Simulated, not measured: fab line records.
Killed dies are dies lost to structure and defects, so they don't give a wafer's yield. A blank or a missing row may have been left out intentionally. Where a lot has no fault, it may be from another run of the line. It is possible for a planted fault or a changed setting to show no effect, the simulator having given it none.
A lot that was struck, set against a sound lot ; flow n5-finfet ; 15 steps out of a route of 1938
Sound: wafers L397.1, L397.3, L397.5. Struck: wafers L413.2, L413.6 (left out: L413.3, a lot-mate that was not struck); the cause follows at the end.
Each step with rows lists, per side, the tool, then ch with its chambers, then its first start. Under that, the readings that differ: sound wafers ; struck wafers ; difference of the means ; sigmas: that difference in standard deviations of wafers without a fault.
alike: words and numbers the same on both sides, and readings whose means are apart by under 2 such deviations; not compared: readings that were withheld, readings missing a value for some wafer, numbers with overlapping values and no deviation given by the record, and bounds like >300 which may hide the same value.
The two part at a step that has a row with sigmas, a row that says differs or no value, or rows on one side only. Numbers that have no deviation but don't overlap get no sigmas and don't part them. A reading that every wafer of one side lacks parts them only if that side has two wafers or more.

N5_HKMG_FIN_CD_MEAS_12: target cd 92.8 nm.
  sound on cd-sem-02 ch 0, day 5 15:07; struck on cd-sem-03 ch 0, day 9 11:41
  alike: cd-nm
N5_HKMG_FIN_OVL_MEAS_13:
  sound on overlay-02 ch 0, day 5 15:09; struck on overlay-02 ch 0, day 9 11:43
  alike: NWFM_OVL
N5_HKMG_FIN_INSPECT_14: inspects for defects (macro).
  struck on defect-inspect-01, day 9 11:45; sound on defect-inspect-01, day 5 15:10
  alike: raw-defect-count
N5_HKMG_FIN_DESCUM_17: chemistry O2, time 7.9 s.
  sound on rie-diel-05 ch 0,3, day 5 15:13; struck on rie-diel-04 ch 0,1, day 9 11:47
  alike: drypump-motor-current-A, oes-product-au, rf-vpp-V, showerhead-plenum-p-Torr, throttle-valve-pct
  not compared: rf-hours-counter-h
N5_HKMG_FIN_ETCH_31: etches SiARC in CF4, target depth 45.5 nm, time 75.8 s.
  sound on rie-diel-05 ch 0,3, day 5 15:14; struck on rie-diel-04 ch 0,1, day 9 11:49
  alike: cf4-flow-sccm, drypump-motor-current-A, etch-rf-on-time-s, oes-product-au, rf-vpp-V, showerhead-plenum-p-Torr, throttle-valve-pct
  not compared: rf-hours-counter-h
then, 2 steps without rows for these wafers: N5_HKMG_FIN_ETCH_32 (etches SOC in N2/H2, target depth 240 nm, time 300 s); N5_HKMG_FIN_STRIP_33 (strips in N2/H2).
N5_HKMG_FIN_STRIP_34: strips in CF4.
  sound on rie-diel-05 ch 0,3, day 5 15:29; struck on rie-diel-04 ch 0,1, day 9 12:04
  alike: cf4-flow-sccm, drypump-motor-current-A, oes-product-au, rf-vpp-V, showerhead-plenum-p-Torr, throttle-valve-pct
  not compared: rf-hours-counter-h
N5_HKMG_FIN_ETCH_35: etches SOC in N2/H2, target depth 215.8 nm, time 243.4 s.
  sound on rie-diel-05 ch 0,3, day 5 15:31; struck on rie-diel-04 ch 0,1, day 9 12:05
  alike: drypump-motor-current-A, oes-product-au, rf-vpp-V, showerhead-plenum-p-Torr, throttle-valve-pct
  not compared: rf-hours-counter-h
then, 2 steps without rows for these wafers: N5_HKMG_FIN_STRIP_92 (strips SOC in N2/H2, time 20 s); N5_HKMG_FIN_WET_ETCH_18 (etches TiN in SC1, time 55 s, target depth 5.2 nm, rinse time 30 s).
N5_HKMG_FIN_STRIP_19: strips in N2/H2, time 360 s.
  sound on plasma-asher-02 ch 0,1, day 5 15:48; struck on plasma-asher-01 ch 1, day 9 12:23
  alike: drypump-motor-current-A, heater-power-w
  not compared: rf-hours-counter-h
N5_HKMG_FIN_ALD_91: deposits TiN, target thk 1 nm, pulse time 1 s, purge time 3 s.
  sound on ald-metal-04 ch 1,3, day 5 16:11; struck on ald-metal-01 ch 1,3, day 9 12:46
reading;sound;struck;difference;sigmas
ald-cycles;47 47 47;51 51;+4;
  alike: heater-power-w, precursor-pulse-height-rel
then, 1 step without rows for these wafers: N5_HKMG_FIN_COAT_85 (time 60 s, resist thk 300 nm).
-- a jump in the record: the struck wafers' starts before and after are 10 days apart (it breaks off in module HKMG_FIN and resumes in module PASSIVATION, where the first step shown is number 1936 of the route) --
N5_PASSIVATION_PROBE_49:
  struck on prober-01, day 19 21:18; sound on prober-01, day 14 20:52
  alike: killed_at_M0_to_M3, killed_at_M4_up, killed-at-contacts, killed-at-front-end, killed-at-other, killed-dies, killed-on-rim, killed-open, killed-short

## WHERE THEY PART
Nowhere in this record.

WHY: what the simulator had put in
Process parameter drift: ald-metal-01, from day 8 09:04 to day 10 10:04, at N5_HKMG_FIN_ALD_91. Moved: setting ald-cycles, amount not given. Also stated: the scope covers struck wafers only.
